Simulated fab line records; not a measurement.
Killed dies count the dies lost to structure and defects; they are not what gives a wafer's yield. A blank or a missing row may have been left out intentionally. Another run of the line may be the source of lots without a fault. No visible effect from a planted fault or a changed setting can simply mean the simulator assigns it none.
Chamber matching	flow n5-finfet	N5_BEOL_M4_DEP_57 on pecvd-02: 3 sister chambers
The step deposits SiCN from 3MS/NH3, target thk 8 nm, time 14 s. 6 wafers are shown with their chamber, then 12 later ones without.

## WAFERS PAIRED WITH THEIR CHAMBERS
wafer	chamber	showerhead-plenum-p-Torr (Torr)	throttle-valve-pct (%)
L093.2	0	3.667	8.7
L093.3	1	3.657	8.8
L093.5	2	3.676	9.2
L090.4	0	3.663	8.9
L090.5	1	3.672	8.6
L090.6	2	3.669	8.9

## WAFERS WITH NO CHAMBER GIVEN
wafer	showerhead-plenum-p-Torr (Torr)	throttle-valve-pct (%)
L092.4	3.665	8.7
L092.5	3.669	8.7
L092.6	3.662	9.1
L095.1	3.660	9.1
L095.3	3.678	8.8
L095.5	3.667	9.1
L094.1	3.670	8.8
L094.2	3.659	9.2
L094.3	3.646	8.9
L097.1	3.658	9.1
L097.3	3.666	8.9
L097.5	3.663	8.7

## CHAMBER TAKEN BY EACH
wafer	from the rows above	in truth
L092.4	can't be placed: 1 or 0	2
L092.5	can't be placed: 1 or 0 or 2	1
L092.6	can't be placed: 2 or 0 or 1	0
L095.1	can't be placed: 2 or 0 or 1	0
L095.3	can't be placed: 2 or 0 or 1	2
L095.5	can't be placed: 2 or 0 or 1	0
L094.1	can't be placed: 0 or 1 or 2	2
L094.2	can't be placed: 2 or 0 or 1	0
L094.3	can't be placed: 0 or 1 or 2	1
L097.1	can't be placed: 0 or 2 or 1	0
L097.3	can't be placed: 0 or 1 or 2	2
L097.5	can't be placed: 1 or 0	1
Correctly placed: 0 of 12. Not placeable from these rows: 12 (in 11, the candidates include the true chamber). Wrongly placed: 0.
How it was worked out, from the rows above alone: a wafer's distance from a chamber is the root of the sum, over the readings, of the square of ((its reading less the chamber's mean) divided by the reading's scatter). The wafer belongs to the nearest chamber; if the next one is less than 2 further off, it can't be placed. Each chamber's mean is taken over the wafers shown for it. The scatter: take each reading less its chamber's mean, square it, sum over the shown wafers, divide by the number of wafers less the number of chambers, and take the root.
